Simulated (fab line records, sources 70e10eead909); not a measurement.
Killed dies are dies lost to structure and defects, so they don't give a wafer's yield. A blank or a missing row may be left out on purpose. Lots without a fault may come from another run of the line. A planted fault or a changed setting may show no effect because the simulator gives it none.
Chamber matching | flow nand_harc | NHARC_A_CONTACT_DEP_29 on pecvd-01: 3 sister chambers
The step deposits SiON, target thk 70 nm. 3 wafers are shown with their chamber, then 9 later ones without.

WAFERS WITH THEIR CHAMBER
wafer  | chamber | heater_power_w (W)
L081.6 | 0       | 787
L088.3 | 2       | 673
L088.6 | 1       | 851

WAFERS WITHOUT THEIR CHAMBER
wafer  | heater_power_w (W)
L089.3 | 861
L089.5 | 771
L089.6 | 872
L093.1 | 756
L093.3 | 947
L093.5 | 727
L094.1 | 728
L094.3 | 768
L094.6 | 750

WHICH CHAMBER EACH WENT THROUGH
wafer  | from the rows above          | in truth
L089.3 | can't be placed: 1 or 0      | 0
L089.5 | can't be placed: 0 or 1 or 2 | 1
L089.6 | can't be placed: 1 or 0      | 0
L093.1 | can't be placed: 0 or 2 or 1 | 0
L093.3 | can't be placed: 1 or 0      | 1
L093.5 | can't be placed: 2 or 0 or 1 | 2
L094.1 | can't be placed: 2 or 0 or 1 | 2
L094.3 | can't be placed: 0 or 1 or 2 | 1
L094.6 | can't be placed: 0 or 2 or 1 | 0
Placed correctly: 0 of 9. Can't be placed from these rows: 9 (the true chamber is among the candidates in 9). Placed wrongly: 0.
How it was worked out, from the rows above alone: a wafer's distance from a chamber is the root of the sum, over the readings, of the square of ((its reading less the chamber's mean) divided by the reading's scatter). The wafer belongs to the nearest chamber; if the next one is less than 2 further off, it can't be placed. A chamber's mean is the mean of its shown wafers. The scatter: with one shown wafer a chamber, the root of the mean of the squares of how far each hidden wafer lies from its nearest shown one.
